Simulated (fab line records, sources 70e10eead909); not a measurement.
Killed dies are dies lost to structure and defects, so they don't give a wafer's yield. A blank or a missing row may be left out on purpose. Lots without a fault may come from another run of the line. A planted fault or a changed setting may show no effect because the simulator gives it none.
Chamber matching | flow nand_harc | NHARC_P_CONTACT_ETCH_35 on rie_diel-11: 4 sister chambers
The step etches the open film in CF4, target depth 39 nm, time 65 s. 4 wafers are shown with their chamber, then 11 later ones without.

WAFERS WITH THEIR CHAMBER
wafer  | chamber | drypump_motor_current_A (A)
L085.3 | 3       | 5.4
L085.4 | 1       | 6.1
L085.5 | 2       | 5.4
L087.2 | 0       | 5.8

WAFERS WITHOUT THEIR CHAMBER
wafer  | drypump_motor_current_A (A)
L087.3 | 6.1
L087.4 | 5.4
L090.1 | 5.8
L090.2 | 6.1
L090.3 | 5.4
L095.1 | 5.4
L095.2 | 5.4
L095.4 | 5.8
L096.1 | 5.9
L096.3 | 5.5
L096.6 | 6.1

WHICH CHAMBER EACH WENT THROUGH
wafer  | from the rows above     | in truth
L087.3 | 1                       | 1
L087.4 | can't be placed: 2 or 3 | 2
L090.1 | 0                       | 0
L090.2 | 1                       | 1
L090.3 | can't be placed: 2 or 3 | 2
L095.1 | can't be placed: 2 or 3 | 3
L095.2 | can't be placed: 2 or 3 | 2
L095.4 | 0                       | 0
L096.1 | 0                       | 0
L096.3 | can't be placed: 2 or 3 | 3
L096.6 | 1                       | 1
Placed correctly: 6 of 11. Can't be placed from these rows: 5 (the true chamber is among the candidates in 5). Placed wrongly: 0.
How it was worked out, from the rows above alone: a wafer's distance from a chamber is the root of the sum, over the readings, of the square of ((its reading less the chamber's mean) divided by the reading's scatter). The wafer belongs to the nearest chamber; if the next one is less than 2 further off, it can't be placed. A chamber's mean is the mean of its shown wafers. The scatter: with one shown wafer a chamber, the root of the mean of the squares of how far each hidden wafer lies from its nearest shown one.
